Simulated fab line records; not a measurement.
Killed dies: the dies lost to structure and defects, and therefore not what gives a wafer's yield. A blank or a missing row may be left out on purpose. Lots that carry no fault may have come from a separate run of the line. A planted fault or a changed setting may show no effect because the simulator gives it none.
fab line records ; flow nand_harc ; part 1 of 2: steps 1 to 4 of 6
[record] lots = 20; wafers = 60; last_day = 34
route steps=1302 shown P_GATE@156 P_CONTACT@236 P_M1@299
lots untouched by any fault: they come from a run of this same line in which no faults occurred
start_h: hours from the record's opening day to when the first of the lot's shown wafers began ; wait_h: hours elapsed since this lot's preceding step ; " the same as in the row above ; L1.1+2: a row that stands for several wafers ; - no value, or no start given ; * or withheld: withheld ; < > ~ a bound
route shown NAME@n: NAME is a module with steps in the file, n the number in the route of the first one ; usual: mean and standard deviation over wafers with no fault ; same: alike in all rows ; chamber/n: place in a boat ; sites: each site's reading ; _std_site: standard deviation across them ; _edge_site: inner sites' mean taken away from outer sites' mean ; radius_mm: how far each site lies from the wafer's centre ; mask NAME#n: copy n ; behind: the most recent tool/chamber to have shaped the wafer ; hold: cause of the lot's hold/its duration in hours/its outcome ; device: the n, p or np transistor that did not switch ; end of line: at the end of the route, the tests of the same wafers ; for a step that has no rows: nothing shown but its recipe ; killed: dies lost to structure and defects at the first sort, not the wafer's yield ; map: a wafer's dies, marking killed ones x, the rest . and places with no die _
set.NAME: setting as actually run; set.NAME@STEP: the setting as run at that earlier step ; model.NAME: the simulator's own value behind a step, which no gauge read
steps of the route over a sample of lots; a table a step, a row a wafer
services: from which hour (start_h, from the record's first day; less than 0 if before it) a tool's chamber was out of use, for how many hours, and why
[[steps]]
[step NHARC_P_GATE_ETCHBACK_37]
[recipe] target_depth_a = 345; time_s = 17.2; chf3_flow_sccm = 50; o2_flow_sccm = 10; ar_flow_sccm = 200; rf_w = 500; bias_w = 200; chemistry = CHF3/O2
[usual] drypump_motor_current_A = 5.68/0.29; oes_product_au = 0.94/0.033; rf_vpp_V = 370.1/2.1; showerhead_plenum_p_Torr = 2.38/0.087; throttle_valve_pct = 20.573/0.0088
lot.wafer;tool;chamber;start_h;wait_h;drypump_motor_current_A;oes_product_au;rf_hours_counter_h;rf_vpp_V;showerhead_plenum_p_Torr;throttle_valve_pct
L074.1;rie_diel-08;1;-;-;5.92;0.93;5.6;370.6;2.49;20.562
L074.4;rie_diel-08;2;-;-;5.99;0.96;5.7;368.5;2.29;20.573
L074.6;rie_diel-08;1;-;-;5.92;0.93;-;374.1;2.49;20.578
L078.4;rie_diel-05;1;-;-;5.28;0.92;3.0;372.4;2.48;20.578
L078.6;rie_diel-05;2;-;-;5.69;0.92;-;370.7;2.41;20.578
L078.5;rie_diel-05;3;-;-;5.63;0.94;-;372.3;2.43;20.562
L077.3;rie_diel-05;1;-;-;5.32;0.99;3.0;371.1;2.48;20.564
L077.2;rie_diel-05;3;-;-;5.64;1.00;2.6;371.9;2.43;20.568
L077.5;rie_diel-05;0;-;-;5.92;0.98;-;371.9;2.44;20.568
L079.2;rie_diel-08;2;-;-;6.01;0.94;8.5;367.5;2.29;20.571
L079.1;rie_diel-08;3;-;-;5.28;0.92;7.3;367.0;2.26;20.585
L079.4;rie_diel-08;3;-;-;5.28;0.92;-;367.1;2.26;20.571
L081.3;rie_diel-08;2;-;-;6.01;0.92;9.8;367.3;2.29;20.565
L081.1;rie_diel-08;3;-;-;5.29;0.91;8.5;368.8;2.26;20.564
L081.2;rie_diel-08;1;-;-;5.90;0.92;9.6;372.0;2.49;20.577
L082.1;rie_diel-01;0;-;-;5.75;0.92;12.7;368.6;2.33;20.593
L082.3;rie_diel-01;2;-;-;5.46;0.91;11.0;373.4;2.50;20.575
L082.5;rie_diel-01;0;-;-;5.75;0.92;-;370.9;2.33;20.565
L083.2;rie_diel-08;3;-;-;5.30;1.00;0.2;365.8;2.26;20.559
L083.6;rie_diel-08;1;-;-;5.91;0.99;-;373.8;2.49;20.575
L083.5;rie_diel-08;2;-;-;6.00;0.99;-;367.7;2.29;20.576
L084.4;rie_diel-08;0;-;-;5.47;1.02;0.3;368.3;2.37;20.587
L084.3;rie_diel-08;1;-;-;5.93;1.00;0.3;373.2;2.49;20.570
L084.5;rie_diel-08;0;-;-;5.48;1.02;-;371.3;2.37;20.567
L085.4;rie_diel-08;0;-;-;5.48;1.03;0.4;369.9;2.36;20.574
L085.3;rie_diel-08;1;-;-;5.92;0.99;0.4;372.3;2.49;20.579
L085.5;rie_diel-08;3;-;-;5.30;1.00;-;367.4;2.26;20.573
L086.2;rie_diel-08;3;-;-;5.25;0.92;0.3;365.4;2.26;20.574
L086.6;rie_diel-08;2;-;-;6.00;0.92;-;368.0;2.29;20.566
L086.5;rie_diel-08;3;-;-;5.27;0.92;-;367.3;2.26;20.579
L087.4;rie_diel-08;0;-;-;5.49;0.93;0.5;370.9;2.37;20.575
L087.1;rie_diel-08;1;-;-;5.90;0.91;0.5;373.5;2.49;20.572
L087.2;rie_diel-08;2;-;-;6.01;0.92;0.5;368.4;2.29;20.583
L089.3;rie_diel-08;2;-;-;6.00;0.91;2.2;367.8;2.28;20.567
L089.2;rie_diel-08;3;-;-;5.28;0.92;2.6;367.1;2.25;20.574
L089.6;rie_diel-08;3;-;-;5.29;0.91;-;367.7;2.25;20.588
L090.3;rie_diel-01;1;-;-;5.34;0.92;3.4;371.4;2.41;20.588
L090.2;rie_diel-01;2;-;-;5.47;0.91;2.7;372.0;2.50;20.586
L090.1;rie_diel-01;3;-;-;6.21;0.94;2.7;367.4;2.28;20.567
L091.1;rie_diel-05;3;-;-;5.62;0.92;3.1;370.1;2.42;20.566
L091.3;rie_diel-05;0;-;-;5.94;0.90;2.8;371.0;2.43;20.578
L091.2;rie_diel-05;1;-;-;5.33;0.91;3.0;373.3;2.48;20.566
L092.2;rie_diel-01;1;-;-;5.44;0.92;4.3;371.8;2.41;20.573
L092.1;rie_diel-01;0;-;-;5.72;0.92;4.3;367.9;2.33;20.560
L092.5;rie_diel-01;2;-;-;5.45;0.91;-;372.6;2.50;20.583
L093.1;rie_diel-01;1;-;-;5.38;0.91;4.4;369.4;2.41;20.572
L093.2;rie_diel-01;3;-;-;6.20;0.94;3.8;368.0;2.28;20.552
L093.5;rie_diel-01;1;-;-;5.39;0.91;-;370.5;2.41;20.574
L094.3;rie_diel-08;2;-;-;6.01;0.92;5.0;368.8;2.28;20.567
L094.1;rie_diel-08;3;-;-;5.29;0.91;5.5;367.9;2.25;20.561
L094.5;rie_diel-08;2;-;-;6.01;0.92;-;368.1;2.28;20.564
L095.3;rie_diel-05;1;-;-;5.25;0.92;4.6;371.5;2.48;20.554
L095.2;rie_diel-05;3;-;-;5.63;0.92;4.7;371.8;2.42;20.575
L095.1;rie_diel-05;0;-;-;5.91;0.91;4.9;370.4;2.43;20.573
L096.1;rie_diel-01;1;-;-;5.39;0.97;6.5;370.7;2.41;20.589
L096.3;rie_diel-01;0;-;-;5.76;0.98;6.3;369.6;2.33;20.577
L096.4;rie_diel-01;1;-;-;5.45;0.97;-;370.9;2.41;20.565
L097.2;rie_diel-01;0;-;-;5.72;0.92;7.7;367.3;2.33;20.572
L097.6;rie_diel-01;3;-;-;6.21;0.93;-;369.1;2.28;20.572
L097.5;rie_diel-01;0;-;-;5.70;0.92;-;369.5;2.33;20.582
[step NHARC_P_GATE_DESCUM_93]
[recipe] time_s = 3; o2_flow_sccm = 200; ar_flow_sccm = 0; bias_power_w = 0; chemistry = O2
[usual] drypump_motor_current_A = 5.65/0.28; oes_product_au = 0.993/0.012; rf_vpp_V = 57.7/0.86; showerhead_plenum_p_Torr = 1.90/0.069; throttle_valve_pct = 11.311/0.0091
lot.wafer;tool;chamber;start_h;wait_h;drypump_motor_current_A;oes_product_au;rf_hours_counter_h;rf_vpp_V;showerhead_plenum_p_Torr;throttle_valve_pct
L074.1;rie_diel-05;2;120.84;-;5.74;0.998;2;57.5;1.92;11.309
L074.4;rie_diel-05;0;120.84;-;5.88;0.980;2;58.5;1.94;11.317
L074.6;rie_diel-05;1;120.84;-;5.31;0.995;-;57.1;1.98;11.311
L078.4;rie_diel-05;2;149.23;-;5.75;0.983;3;57.4;1.92;11.304
L078.5;rie_diel-05;2;149.23;-;5.73;0.990;-;57.8;1.92;11.311
L078.6;rie_diel-05;3;149.23;-;5.62;0.997;-;57.3;1.93;11.325
L077.2;rie_diel-08;2;149.53;-;6.00;1.016;8;56.3;1.82;11.318
L077.3;rie_diel-08;3;149.53;-;5.27;0.981;7;57.0;1.79;11.316
L077.5;rie_diel-08;1;149.53;-;5.93;0.992;-;57.6;1.99;11.305
L079.2;rie_diel-08;3;164.36;-;5.27;0.986;7;58.0;1.79;11.309
L079.1;rie_diel-08;1;164.36;-;5.91;0.993;8;58.8;1.99;11.306
L079.4;rie_diel-08;2;164.36;-;6.00;1.012;-;58.3;1.82;11.290
L081.1;rie_diel-01;0;184.53;-;5.73;0.998;12;56.5;1.86;11.316
L081.2;rie_diel-01;1;184.53;-;5.38;1.020;12;58.1;1.92;11.318
L081.3;rie_diel-01;2;184.53;-;5.44;0.989;10;56.7;2.00;11.317
L082.1;rie_diel-05;1;195.31;-;5.32;0.978;6;57.3;1.98;11.313
L082.3;rie_diel-05;3;195.31;-;5.63;1.004;6;58.8;1.93;11.317
L082.5;rie_diel-05;1;195.31;-;5.32;0.987;-;58.0;1.98;11.308
L083.2;rie_diel-08;1;213.23;-;5.91;0.989;0;57.5;1.99;11.310
L083.5;rie_diel-08;2;213.23;-;6.00;0.979;-;57.5;1.82;11.297
L083.6;rie_diel-08;3;213.23;-;5.28;0.993;-;55.9;1.79;11.287
L084.4;rie_diel-05;2;219.66;-;5.74;0.990;8;57.1;1.92;11.312
L084.3;rie_diel-05;3;219.66;-;5.63;0.999;9;56.8;1.93;11.311
L084.5;rie_diel-05;1;219.66;-;5.30;0.978;-;57.6;1.98;11.329
L085.4;rie_diel-05;2;224.51;-;5.71;1.001;8;57.0;1.92;11.319
L085.3;rie_diel-05;0;224.51;-;5.88;0.988;8;57.3;1.94;11.320
L085.5;rie_diel-05;2;224.51;-;5.72;0.992;-;56.9;1.92;11.317
L086.2;rie_diel-08;2;229.40;-;6.00;0.982;0;58.4;1.82;11.305
L086.6;rie_diel-08;3;229.40;-;5.31;0.992;-;57.0;1.79;11.318
L086.5;rie_diel-08;0;229.40;-;5.49;1.018;-;57.4;1.88;11.313
L087.1;rie_diel-05;2;239.04;-;5.72;1.001;0;57.0;1.92;11.305
L087.4;rie_diel-05;3;239.04;-;5.62;0.985;0;57.6;1.93;11.297
L087.2;rie_diel-05;0;239.04;-;5.91;0.996;0;58.2;1.94;11.307
L089.3;rie_diel-08;2;257.10;-;5.99;0.997;2;57.4;1.82;11.327
L089.2;rie_diel-08;0;257.10;-;5.48;1.013;2;57.9;1.88;11.290
L089.6;rie_diel-08;2;257.10;-;5.99;0.996;-;58.1;1.82;11.295
L090.2;rie_diel-08;2;277.31;-;5.99;0.977;3;57.3;1.82;11.303
L090.3;rie_diel-08;3;277.31;-;5.28;0.991;4;56.8;1.79;11.302
L090.1;rie_diel-08;0;277.31;-;5.47;1.005;3;58.8;1.88;11.314
L091.1;rie_diel-05;1;284.37;-;5.30;0.975;3;58.2;1.98;11.317
L091.2;rie_diel-05;2;284.37;-;5.72;0.979;3;57.6;1.92;11.306
L091.3;rie_diel-05;3;284.37;-;5.63;0.987;3;57.6;1.93;11.323
L092.1;rie_diel-01;1;291.30;-;5.43;0.975;4;58.1;1.92;11.318
L092.2;rie_diel-01;3;291.30;-;6.21;1.008;4;56.8;1.81;11.310
L092.5;rie_diel-01;0;291.30;-;5.77;0.989;-;56.3;1.86;11.306
L093.1;rie_diel-08;0;302.07;-;5.47;1.008;5;58.0;1.88;11.326
L093.2;rie_diel-08;1;302.07;-;5.93;0.999;5;58.6;1.98;11.295
L093.5;rie_diel-08;1;302.07;-;5.92;0.997;-;56.8;1.98;11.298
L094.1;rie_diel-01;2;320.05;-;5.44;0.984;6;58.4;2.00;11.313
L094.3;rie_diel-01;3;320.05;-;6.22;1.011;5;57.8;1.81;11.317
L094.5;rie_diel-01;3;320.05;-;6.21;1.026;-;58.0;1.81;11.309
L095.2;rie_diel-08;3;321.19;-;5.27;0.980;6;59.7;1.79;11.302
L095.3;rie_diel-08;0;321.19;-;5.48;1.015;5;58.7;1.88;11.325
L095.1;rie_diel-08;2;321.19;-;6.00;0.987;5;57.0;1.81;11.313
L096.4;rie_diel-08;0;331.50;-;5.46;1.015;5;57.1;1.88;11.320
L096.3;rie_diel-08;2;331.50;-;5.99;1.000;5;58.6;1.81;11.323
L096.1;rie_diel-08;3;331.50;-;5.25;0.989;6;56.9;1.79;11.305
L097.2;rie_diel-05;0;349.84;-;5.93;0.993;8;58.8;1.94;11.304
L097.5;rie_diel-05;0;349.84;-;5.91;0.987;-;58.0;1.94;11.329
L097.6;rie_diel-05;1;349.84;-;5.28;0.980;-;57.6;1.98;11.310
[step NHARC_P_CONTACT_ETCH_35]
[recipe] target_depth_a = 390; over_etch_frac = 0.3; time_s = 65; ion_energy_ev = 80; cf4_flow_sccm = 150; ar_flow_sccm = 0; rf_w = 300; bias_w = 100; chemistry = CF4
[usual] drypump_motor_current_A = 5.5/0.51; oes_product_au = 0.998/0.015; rf_vpp_V = 151.1/1.2; showerhead_plenum_p_Torr = 1.76/0.057; throttle_valve_pct = 13.284/0.0095
[same] over_etch_frac = 0.3
lot.wafer;tool;chamber;start_h;wait_h;drypump_motor_current_A;oes_product_au;rf_hours_counter_h;rf_vpp_V;showerhead_plenum_p_Torr;throttle_valve_pct
L074.4;rie_diel-09;1;125.63;0.1;5.6;1.018;8.5;150.6;1.75;13.283
L074.1;rie_diel-09;2;125.63;0.1;6.6;1.004;8.7;150.6;1.74;13.291
L074.6;rie_diel-09;3;125.63;0.1;4.9;1.018;-;150.9;1.86;13.274
L078.4;rie_diel-09;3;154.01;0.1;4.9;1.001;0.0;153.1;1.86;13.301
L078.5;rie_diel-09;2;154.01;0.1;6.6;1.005;-;150.0;1.74;13.276
L078.6;rie_diel-09;3;154.01;0.1;4.9;0.997;-;152.3;1.86;13.299
L077.3;rie_diel-10;2;154.40;0.1;5.3;1.015;1.3;151.7;1.85;13.278
L077.2;rie_diel-10;0;154.40;0.1;5.7;0.984;1.8;149.5;1.73;13.295
L077.5;rie_diel-10;2;154.40;0.1;5.2;1.009;-;151.6;1.85;13.286
L079.2;rie_diel-06;2;169.47;0.1;5.7;0.984;0.4;150.1;1.69;13.277
L079.4;rie_diel-06;3;169.47;0.1;6.1;1.002;0.2;150.9;1.78;13.276
L079.1;rie_diel-06;1;169.47;0.1;4.7;1.040;0.4;150.2;1.68;13.277
L081.1;rie_diel-06;1;189.32;0.1;4.7;1.037;1.1;149.0;1.68;13.289
L081.2;rie_diel-06;2;189.32;0.1;5.7;0.993;1.1;150.1;1.69;13.282
L081.3;rie_diel-06;0;189.32;0.1;5.4;1.021;1.0;152.4;1.82;13.287
L082.3;rie_diel-09;3;200.00;0.1;4.9;0.978;2.7;153.5;1.85;13.279
L082.1;rie_diel-09;0;200.00;0.1;5.4;1.000;2.4;150.5;1.72;13.289
L082.5;rie_diel-09;3;200.00;0.1;4.9;0.984;-;151.6;1.85;13.279
L083.2;rie_diel-06;1;218.00;0.1;4.7;1.044;1.9;150.7;1.68;13.304
L083.6;rie_diel-06;2;218.00;0.1;5.7;0.980;-;150.0;1.69;13.275
L083.5;rie_diel-06;3;218.00;0.1;6.2;0.990;-;149.2;1.78;13.276
L084.3;rie_diel-10;1;224.41;0.1;5.7;1.003;3.6;150.5;1.75;13.294
L084.4;rie_diel-10;0;224.41;0.1;5.7;0.994;3.6;150.5;1.73;13.282
L084.5;rie_diel-10;2;224.41;0.1;5.2;1.003;-;151.4;1.85;13.291
L085.4;rie_diel-09;0;229.18;0.1;5.5;0.999;4.5;149.8;1.72;13.292
L085.3;rie_diel-09;2;229.18;0.1;6.6;1.007;4.3;149.7;1.74;13.276
L085.5;rie_diel-09;0;229.18;0.1;5.5;0.995;-;150.0;1.72;13.278
L086.2;rie_diel-06;0;234.18;0.1;5.4;1.015;2.6;151.1;1.82;13.280
L086.6;rie_diel-06;0;234.18;0.1;5.4;1.007;-;150.6;1.82;13.291
L086.5;rie_diel-06;2;234.18;0.1;5.7;0.977;-;149.6;1.69;13.285
L087.1;rie_diel-09;0;243.89;0.1;5.5;1.002;5.6;149.3;1.72;13.277
L087.2;rie_diel-09;1;243.89;0.1;5.6;0.971;5.4;151.0;1.74;13.282
L087.4;rie_diel-09;0;243.89;0.1;5.4;0.994;-;149.6;1.72;13.286
L089.3;rie_diel-10;3;261.85;0.1;4.8;0.996;0.2;152.0;1.81;13.279
L089.2;rie_diel-10;1;261.85;0.1;5.7;0.994;0.2;150.9;1.75;13.293
L089.6;rie_diel-10;0;261.85;0.1;5.7;0.989;-;150.2;1.73;13.282
L090.1;rie_diel-06;1;282.10;0.1;4.7;1.028;3.6;152.1;1.68;13.289
L090.3;rie_diel-06;3;282.10;0.1;6.1;0.992;3.8;151.8;1.78;13.290
L090.2;rie_diel-06;0;282.10;0.1;5.4;1.011;4.1;152.0;1.82;13.286
L091.3;rie_diel-06;0;289.15;0.1;5.3;0.995;4.7;151.9;1.82;13.277
L091.2;rie_diel-06;2;289.15;0.1;5.7;0.983;3.6;150.1;1.69;13.283
L091.1;rie_diel-06;3;289.15;0.1;6.1;1.002;4.3;151.8;1.77;13.282
L092.2;rie_diel-10;3;295.96;0.1;4.8;0.996;1.0;153.6;1.81;13.278
L092.1;rie_diel-10;0;295.96;0.1;5.7;0.985;1.0;151.8;1.73;13.282
L092.5;rie_diel-10;3;295.96;0.1;4.8;0.997;-;152.7;1.81;13.280
L093.2;rie_diel-10;2;306.86;0.1;5.2;1.012;1.6;152.4;1.85;13.284
L093.1;rie_diel-10;0;306.86;0.1;5.7;0.998;1.5;151.3;1.73;13.280
L093.5;rie_diel-10;1;306.86;0.1;5.7;0.985;-;152.1;1.75;13.295
L094.1;rie_diel-06;0;324.72;0.1;5.4;1.002;0.0;151.5;1.82;13.267
L094.3;rie_diel-06;3;324.72;0.1;6.1;1.014;0.1;152.4;1.77;13.282
L094.5;rie_diel-06;1;324.72;0.1;4.7;1.019;-;149.5;1.68;13.276
L095.2;rie_diel-10;0;325.85;0.1;5.7;0.987;2.2;150.0;1.73;13.296
L095.3;rie_diel-10;1;325.85;0.1;5.7;0.977;2.2;149.8;1.75;13.274
L095.1;rie_diel-10;2;325.85;0.1;5.2;1.004;2.3;151.7;1.85;13.287
L096.4;rie_diel-06;1;336.31;0.1;4.8;1.009;0.5;149.7;1.68;13.295
L096.1;rie_diel-06;3;336.31;0.1;6.1;1.006;0.7;152.8;1.77;13.291
L096.3;rie_diel-06;0;336.31;0.1;5.4;1.002;0.7;151.4;1.82;13.301
L097.2;rie_diel-06;2;354.98;0.1;5.7;0.968;1.1;150.5;1.69;13.260
L097.6;rie_diel-06;0;354.98;0.1;5.4;1.003;-;152.4;1.82;13.273
L097.5;rie_diel-06;1;354.98;0.1;4.7;1.005;-;150.0;1.68;13.289
[step NHARC_P_CONTACT_ETCH_36]
[recipe] target_depth_a = 2600; over_etch_frac = 0.25; time_s = 406.25; ion_energy_ev = 200; n2_flow_sccm = 150; h2_flow_sccm = 150; ar_flow_sccm = 0; rf_w = 400; bias_w = 150; chemistry = N2/H2
[usual] drypump_motor_current_A = 5.5/0.51; h2_flow_sccm = 150.0/0.41; oes_product_au = 0.998/0.015; rf_vpp_V = 430.3/2.1; showerhead_plenum_p_Torr = 2.03/0.069; throttle_valve_pct = 14.170/0.0087
[same] over_etch_frac = 0.25
lot.wafer;tool;chamber;start_h;wait_h;drypump_motor_current_A;h2_flow_sccm;oes_product_au;rf_hours_counter_h;rf_vpp_V;showerhead_plenum_p_Torr;throttle_valve_pct
L074.4;rie_diel-09;2;-;-;6.6;149.4;0.998;8.8;430.4;2.00;14.174
L074.1;rie_diel-09;3;-;-;4.9;149.6;0.998;8.9;433.0;2.15;14.164
L074.6;rie_diel-09;2;-;-;6.5;149.8;1.012;-;428.8;2.00;14.176
L078.4;rie_diel-09;0;-;-;5.5;150.3;0.992;0.1;429.1;1.98;14.161
L078.6;rie_diel-09;3;-;-;4.9;150.3;1.007;-;433.1;2.15;14.159
L078.5;rie_diel-09;0;-;-;5.5;150.2;0.994;-;429.8;1.99;14.151
L077.2;rie_diel-10;1;-;-;5.7;149.3;0.998;1.9;430.2;2.02;14.173
L077.3;rie_diel-10;2;-;-;5.2;149.7;1.000;1.4;435.0;2.15;14.168
L077.5;rie_diel-10;3;-;-;4.8;149.4;0.982;-;432.9;2.09;14.176
L079.1;rie_diel-06;2;-;-;5.7;150.3;0.991;0.5;427.6;1.94;14.190
L079.4;rie_diel-06;3;-;-;6.1;150.2;0.994;0.3;430.8;2.05;14.173
L079.2;rie_diel-06;0;-;-;5.4;150.4;1.019;0.4;433.1;2.10;14.177
L081.2;rie_diel-06;1;-;-;4.7;150.1;1.023;1.2;428.4;1.93;14.166
L081.1;rie_diel-06;2;-;-;5.7;149.7;0.982;1.2;428.5;1.94;14.174
L081.3;rie_diel-06;3;-;-;6.1;149.6;1.000;0.9;431.6;2.05;14.153
L082.1;rie_diel-09;1;-;-;5.5;150.0;0.983;2.5;430.2;2.01;14.162
L082.3;rie_diel-09;3;-;-;4.9;150.2;0.989;2.8;435.4;2.15;14.173
L082.5;rie_diel-09;0;-;-;5.4;150.1;0.998;-;428.3;1.98;14.172
L083.2;rie_diel-06;0;-;-;5.4;150.1;1.011;1.9;430.8;2.10;14.175
L083.6;rie_diel-06;3;-;-;6.1;150.0;0.987;-;431.3;2.05;14.196
L083.5;rie_diel-06;0;-;-;5.4;149.5;1.009;-;431.0;2.10;14.168
L084.3;rie_diel-10;2;-;-;5.2;150.2;1.009;3.0;431.8;2.15;14.167
L084.4;rie_diel-10;3;-;-;4.8;149.6;0.982;3.6;432.7;2.09;14.165
L084.5;rie_diel-10;1;-;-;5.7;149.7;0.986;-;428.9;2.01;14.171
L085.4;rie_diel-09;1;-;-;5.6;149.6;0.969;4.1;429.3;2.01;14.182
L085.3;rie_diel-09;3;-;-;4.9;149.3;1.003;4.9;433.0;2.15;14.176
L085.5;rie_diel-09;0;-;-;5.4;149.5;0.997;-;430.2;1.98;14.167
L086.2;rie_diel-06;1;-;-;4.8;150.7;1.026;2.3;427.0;1.93;14.169
L086.5;rie_diel-06;0;-;-;5.3;150.0;1.006;-;432.5;2.10;14.169
L086.6;rie_diel-06;1;-;-;4.8;149.8;1.036;-;426.3;1.93;14.179
L087.2;rie_diel-09;2;-;-;6.6;150.2;1.002;5.7;427.5;2.00;14.189
L087.1;rie_diel-09;0;-;-;5.5;149.7;1.007;5.7;428.7;1.98;14.174
L087.4;rie_diel-09;1;-;-;5.5;149.5;0.968;-;430.0;2.01;14.161
L089.2;rie_diel-10;1;-;-;5.7;149.5;0.987;0.2;428.2;2.01;14.179
L089.3;rie_diel-10;2;-;-;5.2;149.7;0.999;0.2;432.4;2.15;14.166
L089.6;rie_diel-10;1;-;-;5.7;149.3;0.986;-;429.3;2.01;14.163
L090.1;rie_diel-06;1;-;-;4.7;150.6;1.034;3.7;428.1;1.93;14.170
L090.2;rie_diel-06;3;-;-;6.1;148.9;0.993;3.8;430.7;2.05;14.154
L090.3;rie_diel-06;0;-;-;5.3;149.2;1.012;4.2;432.7;2.10;14.158
L091.1;rie_diel-06;1;-;-;4.7;150.3;1.021;4.2;426.1;1.93;14.174
L091.2;rie_diel-06;3;-;-;6.1;150.1;1.000;4.4;431.9;2.05;14.176
L091.3;rie_diel-06;0;-;-;5.3;149.5;1.003;4.7;430.8;2.10;14.164
L092.2;rie_diel-10;2;-;-;5.2;150.4;1.005;1.0;433.9;2.15;14.162
L092.1;rie_diel-10;3;-;-;4.9;149.7;1.005;1.1;432.2;2.09;14.182
L092.5;rie_diel-10;3;-;-;4.8;150.2;0.993;-;432.8;2.09;14.179
L093.2;rie_diel-10;0;-;-;5.7;150.0;0.979;1.5;429.1;1.98;14.167
L093.1;rie_diel-10;2;-;-;5.2;150.5;0.996;1.6;434.6;2.15;14.173
L093.5;rie_diel-10;1;-;-;5.7;150.5;0.981;-;429.4;2.01;14.180
L094.3;rie_diel-06;3;-;-;6.1;149.9;1.006;0.1;430.2;2.05;14.163
L094.1;rie_diel-06;1;-;-;4.7;150.2;1.011;0.1;427.0;1.93;14.166
L094.5;rie_diel-06;3;-;-;6.2;150.0;1.018;-;431.9;2.05;14.181
L095.2;rie_diel-10;2;-;-;5.2;149.6;0.999;2.4;432.8;2.15;14.155
L095.1;rie_diel-10;3;-;-;4.8;150.6;0.990;2.3;431.0;2.09;14.183
L095.3;rie_diel-10;0;-;-;5.7;149.8;0.992;2.3;429.2;1.98;14.182
L096.3;rie_diel-06;0;-;-;5.4;149.7;1.011;0.7;432.0;2.10;14.170
L096.4;rie_diel-06;1;-;-;4.7;150.0;1.005;0.6;427.0;1.93;14.176
L096.1;rie_diel-06;3;-;-;6.1;150.4;1.007;0.8;431.3;2.05;14.168
L097.2;rie_diel-06;0;-;-;5.4;150.1;1.011;1.4;433.0;2.10;14.164
L097.5;rie_diel-06;0;-;-;5.4;149.9;0.997;-;431.9;2.10;14.182
L097.6;rie_diel-06;1;-;-;4.7;150.5;1.009;-;428.4;1.93;14.171
